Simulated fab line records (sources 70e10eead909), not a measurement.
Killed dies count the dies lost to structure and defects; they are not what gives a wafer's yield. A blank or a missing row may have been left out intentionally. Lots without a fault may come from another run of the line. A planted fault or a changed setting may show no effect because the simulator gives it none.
Matching of chambers :: flow nand-harc :: 3 sister chambers for NHARC_A_STAIRCASE_DEP_471 on pecvd-04
The step deposits SiO2, target thk 100 nm. 3 wafers are shown with their chamber, then 9 later ones without.

## EACH WAFER AND ITS CHAMBER
wafer: L080.3
chamber: 0
heater-power-w (W): 559

wafer: L091.4
chamber: 2
heater-power-w (W): 834

wafer: L091.6
chamber: 1
heater-power-w (W): 534

## WAFERS WITHOUT THEIR CHAMBER
wafer: L092.2
heater-power-w (W): 560

wafer: L092.4
heater-power-w (W): 566

wafer: L092.6
heater-power-w (W): 591

wafer: L093.2
heater-power-w (W): 540

wafer: L093.5
heater-power-w (W): 543

wafer: L093.6
heater-power-w (W): 431

wafer: L095.2
heater-power-w (W): 495

wafer: L095.4
heater-power-w (W): 628

wafer: L095.6
heater-power-w (W): 787

## WHICH CHAMBER EACH WENT THROUGH
wafer: L092.2
from the rows above: can't be placed: 0 or 1
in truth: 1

wafer: L092.4
from the rows above: can't be placed: 0 or 1
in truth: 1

wafer: L092.6
from the rows above: can't be placed: 0 or 1
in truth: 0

wafer: L093.2
from the rows above: can't be placed: 1 or 0
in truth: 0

wafer: L093.5
from the rows above: can't be placed: 1 or 0
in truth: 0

wafer: L093.6
from the rows above: can't be placed: 1 or 0
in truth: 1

wafer: L095.2
from the rows above: can't be placed: 1 or 0
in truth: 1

wafer: L095.4
from the rows above: can't be placed: 0 or 1
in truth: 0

wafer: L095.6
from the rows above: 2
in truth: 2
Correct placement for 1 of the 9. From these rows, 8 cannot be placed; in 8 the true chamber is one of the candidates. Placed wrongly: 0.
How it was worked out, from the rows above alone: a wafer's distance from a chamber is the root of the sum, over the readings, of the square of ((its reading less the chamber's mean) divided by the reading's scatter). The wafer belongs to the nearest chamber; if the next one is less than 2 further off, it can't be placed. Each chamber's mean is taken over the wafers shown for it. The scatter (one wafer shown for each chamber): square how far every hidden wafer sits from the nearest shown wafer, average those squares and take the square root.
